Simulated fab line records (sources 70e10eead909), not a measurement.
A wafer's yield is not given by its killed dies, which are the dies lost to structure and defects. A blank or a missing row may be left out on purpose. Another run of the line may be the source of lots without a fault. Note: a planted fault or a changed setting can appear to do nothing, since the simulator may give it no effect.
The tool behind it: which one? / flow nand_harc / Sampling: 12 lots, 36 wafers, 6 of 1159 route steps

## WHAT THE GAUGES READ, wafer by wafer
NHARC_A_ONON_D1_THK_MEAS_34: measures by ellipsometry.
lot=L750; measured=day 8 21:44; on=film_metro-02; thk_nm (nm)=198.2 200.5 202.0
lot=L751; measured=day 8 22:00; on=film_metro-02; thk_nm (nm)=194.3 198.7 198.3
lot=L749; measured=day 8 22:13; on=film_metro-01; thk_nm (nm)=196.3 200.3 201.3
lot=L752; measured=day 9 04:29; on=film_metro-02; thk_nm (nm)=193.9 198.3 200.2
lot=L755; measured=day 9 13:11; on=film_metro-02; thk_nm (nm)=195.4 198.7 199.3
lot=L754; measured=day 9 13:26; on=film_metro-02; thk_nm (nm)=197.8 198.1 199.2
lot=L756; measured=day 10 16:10; on=film_metro-02; thk_nm (nm)=196.0 201.4 201.4
lot=L757; measured=day 10 22:01; on=film_metro-01; thk_nm (nm)=200.5 198.2 201.0
lot=L760; measured=day 11 05:43; on=film_metro-02; thk_nm (nm)=196.6 200.1 196.5
lot=L764; measured=day 12 09:38; on=film_metro-01; thk_nm (nm)=202.2 200.1 202.7
lot=L766; measured=day 12 17:32; on=film_metro-01; thk_nm (nm)=202.2 204.4 202.9
lot=L770; measured=day 13 16:23; on=film_metro-02; thk_nm (nm)=198.1 203.8 200.8

NHARC_A_ONON_D1_INSPECT_32.
lot=L750; measured=day 8 21:47; on=defect_inspect-02; raw_defect_count=69 76 90
lot=L751; measured=day 8 22:04; on=defect_inspect-02; raw_defect_count=62 78 74
lot=L749; measured=day 8 22:17; on=defect_inspect-01; raw_defect_count=88 87 93
lot=L752; measured=day 9 04:34; on=defect_inspect-01; raw_defect_count=136 104 181
lot=L755; measured=day 9 13:14; on=defect_inspect-01; raw_defect_count=81 110 57
lot=L754; measured=day 9 13:31; on=defect_inspect-02; raw_defect_count=99 81 128
lot=L756; measured=day 10 16:13; on=defect_inspect-01; raw_defect_count=66 50 68
lot=L757; measured=day 10 22:07; on=defect_inspect-02; raw_defect_count=52 93 61
lot=L760; measured=day 11 05:46; on=defect_inspect-01; raw_defect_count=56 74 91
lot=L764; measured=day 12 09:44; on=defect_inspect-01; raw_defect_count=540 610 595 549 597 595
lot=L766; measured=day 12 17:36; on=defect_inspect-01; raw_defect_count=612 650 605 620 649 609
lot=L770; measured=day 13 16:26; on=defect_inspect-01; raw_defect_count=40 50 44

NHARC_END_SORT_01.
lot=L770; measured=day 25 01:55; on=prober-01; defect_limited_yield (%)=95.9 96.0 95.6; killed_at_array=21 23 27; killed_at_other=2 0 0; killed_at_periphery=5 4 3; killed_dies=28 27 30; killed_open=1 4 6; killed_short=3 1 1; sort_bin_2_pct (%)=1.0 0.3 1.6; sort_bin_3_pct (%)=0 0.15 0.30; sort_bin_4_pct (%)=3.1 3.5 2.5; sort_n_pass=649 650 647; sort_rim_yield_pct (%)=98 90 100; sort_yield_pct (%)=95.9 96.0 95.6

## EACH LOT AND THE TOOL THAT RAN IT (in order: tool; ch and the chambers of the sampled wafers; start)
lot=L750; NHARC_A_ONON_D1_DEP_33=pecvd-03 ch 0,2, day 8 21:19; NHARC_A_CHANNEL_HOLE_D1_DESCUM_15=rie_diel-12 ch 0,1, day 9 00:40; NHARC_A_CHANNEL_HOLE_D1_ETCH_34=rie_diel-12 ch 2,3, no start
lot=L751; NHARC_A_ONON_D1_DEP_33=pecvd-03 ch 1,2, day 8 21:38; NHARC_A_CHANNEL_HOLE_D1_DESCUM_15=rie_diel-06 ch 1,2, day 9 02:22; NHARC_A_CHANNEL_HOLE_D1_ETCH_34=rie_diel-06 ch 0,2,3, no start
lot=L749; NHARC_A_ONON_D1_DEP_33=pecvd-04 ch 0,1,2, day 8 21:54; NHARC_A_CHANNEL_HOLE_D1_DESCUM_15=rie_diel-04 ch 0,1,3, day 9 02:36; NHARC_A_CHANNEL_HOLE_D1_ETCH_34=rie_diel-04 ch 0,1,3, no start
lot=L752; NHARC_A_ONON_D1_DEP_33=pecvd-01 ch 0,1, day 9 04:04; NHARC_A_CHANNEL_HOLE_D1_DESCUM_15=rie_diel-04 ch 0,1,3, day 9 08:27; NHARC_A_CHANNEL_HOLE_D1_ETCH_34=rie_diel-04 ch 1,2,3, no start
lot=L755; NHARC_A_ONON_D1_DEP_33=pecvd-03 ch 0,1,2, day 9 12:46; NHARC_A_CHANNEL_HOLE_D1_DESCUM_15=rie_diel-04 ch 0,1, day 9 16:19; NHARC_A_CHANNEL_HOLE_D1_ETCH_34=rie_diel-04 ch 0,3, no start
lot=L754; NHARC_A_ONON_D1_DEP_33=pecvd-01 ch 0,1, day 9 13:01; NHARC_A_CHANNEL_HOLE_D1_DESCUM_15=rie_diel-06 ch 0,3, day 9 16:37; NHARC_A_CHANNEL_HOLE_D1_ETCH_34=rie_diel-06 ch 1,3, no start
lot=L756; NHARC_A_ONON_D1_DEP_33=pecvd-03 ch 0,1, day 10 15:44; NHARC_A_CHANNEL_HOLE_D1_DESCUM_15=rie_diel-04 ch 0,2,3, day 10 23:22; NHARC_A_CHANNEL_HOLE_D1_ETCH_34=rie_diel-04 ch 0,1, no start
lot=L757; NHARC_A_ONON_D1_DEP_33=pecvd-03 ch 0,2, day 10 21:38; NHARC_A_CHANNEL_HOLE_D1_DESCUM_15=rie_diel-12 ch 2,3, day 11 03:02; NHARC_A_CHANNEL_HOLE_D1_ETCH_34=rie_diel-12 ch 1,2,3, no start
lot=L760; NHARC_A_ONON_D1_DEP_33=pecvd-03 ch 1,2, day 11 05:18; NHARC_A_CHANNEL_HOLE_D1_DESCUM_15=rie_diel-04 ch 0,2, day 11 08:45; NHARC_A_CHANNEL_HOLE_D1_ETCH_34=rie_diel-04 ch 1,2, no start
lot=L764; NHARC_A_ONON_D1_DEP_33=pecvd-03 ch 0,1,2, day 12 09:22; NHARC_A_CHANNEL_HOLE_D1_DESCUM_15=-; NHARC_A_CHANNEL_HOLE_D1_ETCH_34=-
lot=L766; NHARC_A_ONON_D1_DEP_33=pecvd-03 ch 0,1,2, day 12 17:15; NHARC_A_CHANNEL_HOLE_D1_DESCUM_15=-; NHARC_A_CHANNEL_HOLE_D1_ETCH_34=-
lot=L770; NHARC_A_ONON_D1_DEP_33=pecvd-01 ch 0,2, day 13 16:03; NHARC_A_CHANNEL_HOLE_D1_DESCUM_15=rie_diel-04 ch 0,1, day 13 19:37; NHARC_A_CHANNEL_HOLE_D1_ETCH_34=rie_diel-04 ch 0,1,3, day 25 01:55 or earlier
- NHARC_A_ONON_D1_DEP_33: deposits SiO2, target thk 200 nm.
- NHARC_A_CHANNEL_HOLE_D1_DESCUM_15: chemistry O2, time 3 s.
- NHARC_A_CHANNEL_HOLE_D1_ETCH_34: etches the open film in CF4/CHF3, target depth 154 nm, time 77 s.

## AS READ BY THE TOOLS THEMSELVES (means over the sampled wafers that have a number; for cases with no such wafer, the mark the record gives instead)
NHARC_A_ONON_D1_DEP_33.
lot=L750; tool=pecvd-03; chamber_pressure_Torr (Torr)=6.515; heater_power_w (W)=555; throttle_valve_pct (%)=15.7
lot=L751; tool=pecvd-03; chamber_pressure_Torr (Torr)=6.508; heater_power_w (W)=512; throttle_valve_pct (%)=16.7
lot=L749; tool=pecvd-04; chamber_pressure_Torr (Torr)=6.497; heater_power_w (W)=482; throttle_valve_pct (%)=16.2
lot=L752; tool=pecvd-01; chamber_pressure_Torr (Torr)=6.484; heater_power_w (W)=611; throttle_valve_pct (%)=17.2
lot=L755; tool=pecvd-03; chamber_pressure_Torr (Torr)=6.513; heater_power_w (W)=531; throttle_valve_pct (%)=16.2
lot=L754; tool=pecvd-01; chamber_pressure_Torr (Torr)=6.495; heater_power_w (W)=532; throttle_valve_pct (%)=16.8
lot=L756; tool=pecvd-03; chamber_pressure_Torr (Torr)=6.512; heater_power_w (W)=491; throttle_valve_pct (%)=17.0
lot=L757; tool=pecvd-03; chamber_pressure_Torr (Torr)=6.485; heater_power_w (W)=581; throttle_valve_pct (%)=15.7
lot=L760; tool=pecvd-03; chamber_pressure_Torr (Torr)=6.499; heater_power_w (W)=514; throttle_valve_pct (%)=16.1
lot=L764; tool=pecvd-03; chamber_pressure_Torr (Torr)=6.510; heater_power_w (W)=549; throttle_valve_pct (%)=16.5
lot=L766; tool=pecvd-03; chamber_pressure_Torr (Torr)=6.520; heater_power_w (W)=504; throttle_valve_pct (%)=16.5
lot=L770; tool=pecvd-01; chamber_pressure_Torr (Torr)=6.494; heater_power_w (W)=594; throttle_valve_pct (%)=16.6

NHARC_A_CHANNEL_HOLE_D1_DESCUM_15.
lot=L750; tool=rie_diel-12; drypump_motor_current_A (A)=5.5; oes_product_au (a.u.)=0.996; rf_vpp_V (V)=57.3; showerhead_plenum_p_Torr (Torr)=1.83; throttle_valve_pct (%)=11.314
lot=L751; tool=rie_diel-06; drypump_motor_current_A (A)=6.0; oes_product_au (a.u.)=0.994; rf_vpp_V (V)=57.1; showerhead_plenum_p_Torr (Torr)=1.81; throttle_valve_pct (%)=11.316
lot=L749; tool=rie_diel-04; drypump_motor_current_A (A)=5.6; oes_product_au (a.u.)=0.998; rf_vpp_V (V)=58.0; showerhead_plenum_p_Torr (Torr)=1.93; throttle_valve_pct (%)=11.310
lot=L752; tool=rie_diel-04; drypump_motor_current_A (A)=5.6; oes_product_au (a.u.)=1.003; rf_vpp_V (V)=57.9; showerhead_plenum_p_Torr (Torr)=1.93; throttle_valve_pct (%)=11.311
lot=L755; tool=rie_diel-04; drypump_motor_current_A (A)=5.5; oes_product_au (a.u.)=1.001; rf_vpp_V (V)=58.2; showerhead_plenum_p_Torr (Torr)=1.99; throttle_valve_pct (%)=11.306
lot=L754; tool=rie_diel-06; drypump_motor_current_A (A)=5.1; oes_product_au (a.u.)=1.001; rf_vpp_V (V)=57.8; showerhead_plenum_p_Torr (Torr)=1.96; throttle_valve_pct (%)=11.312
lot=L756; tool=rie_diel-04; drypump_motor_current_A (A)=5.5; oes_product_au (a.u.)=0.993; rf_vpp_V (V)=58.3; showerhead_plenum_p_Torr (Torr)=1.92; throttle_valve_pct (%)=11.319
lot=L757; tool=rie_diel-12; drypump_motor_current_A (A)=6.0; oes_product_au (a.u.)=0.995; rf_vpp_V (V)=56.5; showerhead_plenum_p_Torr (Torr)=1.78; throttle_valve_pct (%)=11.308
lot=L760; tool=rie_diel-04; drypump_motor_current_A (A)=5.6; oes_product_au (a.u.)=1.003; rf_vpp_V (V)=57.8; showerhead_plenum_p_Torr (Torr)=1.92; throttle_valve_pct (%)=11.316
lot=L770; tool=rie_diel-04; drypump_motor_current_A (A)=5.5; oes_product_au (a.u.)=1.006; rf_vpp_V (V)=57.8; showerhead_plenum_p_Torr (Torr)=1.98; throttle_valve_pct (%)=11.313

NHARC_A_CHANNEL_HOLE_D1_ETCH_34.
lot=L750; tool=rie_diel-12; chf3_flow_sccm (sccm)=30.05; drypump_motor_current_A (A)=6.0; oes_product_au (a.u.)=0.922; rf_vpp_V (V)=367.5; showerhead_plenum_p_Torr (Torr)=1.47; throttle_valve_pct (%)=16.795
lot=L751; tool=rie_diel-06; chf3_flow_sccm (sccm)=30.07; drypump_motor_current_A (A)=5.4; oes_product_au (a.u.)=0.911; rf_vpp_V (V)=370.8; showerhead_plenum_p_Torr (Torr)=1.56; throttle_valve_pct (%)=16.806
lot=L749; tool=rie_diel-04; chf3_flow_sccm (sccm)=29.97; drypump_motor_current_A (A)=5.6; oes_product_au (a.u.)=0.927; rf_vpp_V (V)=370.6; showerhead_plenum_p_Torr (Torr)=1.58; throttle_valve_pct (%)=16.810
lot=L752; tool=rie_diel-04; chf3_flow_sccm (sccm)=29.91; drypump_motor_current_A (A)=5.7; oes_product_au (a.u.)=0.972; rf_vpp_V (V)=368.4; showerhead_plenum_p_Torr (Torr)=1.53; throttle_valve_pct (%)=16.811
lot=L755; tool=rie_diel-04; chf3_flow_sccm (sccm)=30.12; drypump_motor_current_A (A)=5.4; oes_product_au (a.u.)=0.930; rf_vpp_V (V)=370.1; showerhead_plenum_p_Torr (Torr)=1.59; throttle_valve_pct (%)=16.808
lot=L754; tool=rie_diel-06; chf3_flow_sccm (sccm)=29.95; drypump_motor_current_A (A)=5.2; oes_product_au (a.u.)=0.947; rf_vpp_V (V)=370.7; showerhead_plenum_p_Torr (Torr)=1.58; throttle_valve_pct (%)=16.801
lot=L756; tool=rie_diel-04; chf3_flow_sccm (sccm)=29.97; drypump_motor_current_A (A)=5.8; oes_product_au (a.u.)=0.936; rf_vpp_V (V)=370.2; showerhead_plenum_p_Torr (Torr)=1.57; throttle_valve_pct (%)=16.801
lot=L757; tool=rie_diel-12; chf3_flow_sccm (sccm)=29.99; drypump_motor_current_A (A)=5.5; oes_product_au (a.u.)=0.963; rf_vpp_V (V)=367.8; showerhead_plenum_p_Torr (Torr)=1.50; throttle_valve_pct (%)=16.806
lot=L760; tool=rie_diel-04; chf3_flow_sccm (sccm)=30.05; drypump_motor_current_A (A)=5.9; oes_product_au (a.u.)=0.923; rf_vpp_V (V)=369.2; showerhead_plenum_p_Torr (Torr)=1.52; throttle_valve_pct (%)=16.812
lot=L770; tool=rie_diel-04; chf3_flow_sccm (sccm)=30.04; drypump_motor_current_A (A)=5.6; oes_product_au (a.u.)=0.960; rf_vpp_V (V)=371.5; showerhead_plenum_p_Torr (Torr)=1.58; throttle_valve_pct (%)=16.806

## THE ANSWER, worked out from the rows above alone
Rule: the lots themselves supply what counts as usual. The widest of any qualifying gaps counts: lots, ordered by their means at a reading, are off when they make up no more than a third of the lots, leave a main group of 4 or more, and stand apart from it by 3 or more times the standard deviation of that group's means. The tables above print the reading to a certain number of digits; a main group whose means all agree to those digits is not used. A lot without any number at a reading at which 4 lots or more have one is off too. The other lots that the step has rows for count as sound. After the gauges, taken in route order, come the tools' own readings; for these a lot's mean is taken, as printed above. The first step at which some lot is off is used, and at that step the reading that is off furthest; a lot without a number counts as furthest.
Off, at NHARC_A_ONON_D1_INSPECT_32 on raw_defect_count: L764, L766. Main group: mean 81, sd 25.
If a tool, at a process step before that reading, ran all the lots that are off and no sound lot after the first of them, it fits. Those tools and the gauges at NHARC_A_ONON_D1_INSPECT_32 are tried in the same way. One fits: pecvd-03 at NHARC_A_ONON_D1_DEP_33. Its last sound lot is L760 (day 11 05:18), its first lot that is off L764 (day 12 09:22): a fault that began between those two fits.

## WHAT THE SIMULATOR PUT IN
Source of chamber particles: pecvd-03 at NHARC_A_ONON_D1_DEP_33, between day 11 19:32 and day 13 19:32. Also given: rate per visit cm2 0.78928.
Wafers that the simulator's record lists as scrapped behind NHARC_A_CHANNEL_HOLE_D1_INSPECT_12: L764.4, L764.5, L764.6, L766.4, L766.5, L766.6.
Struck lots among those shown: L764, L766. The rule above reached the same finding.
